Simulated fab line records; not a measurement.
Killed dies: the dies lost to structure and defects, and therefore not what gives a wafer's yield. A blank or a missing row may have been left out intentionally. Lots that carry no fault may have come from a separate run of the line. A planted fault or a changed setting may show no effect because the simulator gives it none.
Chamber matching | flow n5_finfet | 4 sister chambers for N5_BEOL_M5_ETCH_68 on rie_diel-06
The step etches SOC in N2/H2, target depth 80 nm, overetch 16 nm, time 120 s. 4 wafers are shown with their chamber, then 8 later ones without.

## WAFERS WITH THEIR CHAMBER
wafer  | chamber | throttle_valve_pct (%)
L109.6 | 3       | 18.3
L111.4 | 0       | 18.1
L111.5 | 1       | 17.7
L115.1 | 2       | 18.0

## WAFERS WHOSE CHAMBER IS MISSING
wafer  | throttle_valve_pct (%)
L115.2 | 18.3
L115.4 | 18.2
L114.3 | 18.3
L114.5 | 18.3
L114.6 | 18.0
L116.1 | 17.7
L116.3 | 18.3
L116.6 | 18.0

## THE CHAMBER EACH PASSED THROUGH
wafer  | from the rows above     | in truth
L115.2 | 3                       | 3
L115.4 | can't be placed: 0 or 3 | 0
L114.3 | 3                       | 3
L114.5 | 3                       | 3
L114.6 | 2                       | 2
L116.1 | 1                       | 1
L116.3 | 3                       | 3
L116.6 | 2                       | 2
Correctly placed: 7 of 8. Unplaceable from these rows: 1, with the true chamber sitting among the candidates in 1. Placed wrongly: 0.
How it was worked out, from the rows above alone: a wafer's distance from a chamber is the root of the sum, over the readings, of the square of ((its reading less the chamber's mean) divided by the reading's scatter). The wafer belongs to the nearest chamber; if the next one is less than 2 further off, it can't be placed. The mean given for a chamber averages the wafers shown for that chamber. The scatter: with one shown wafer a chamber, the root of the mean of the squares of how far each hidden wafer lies from its nearest shown one.
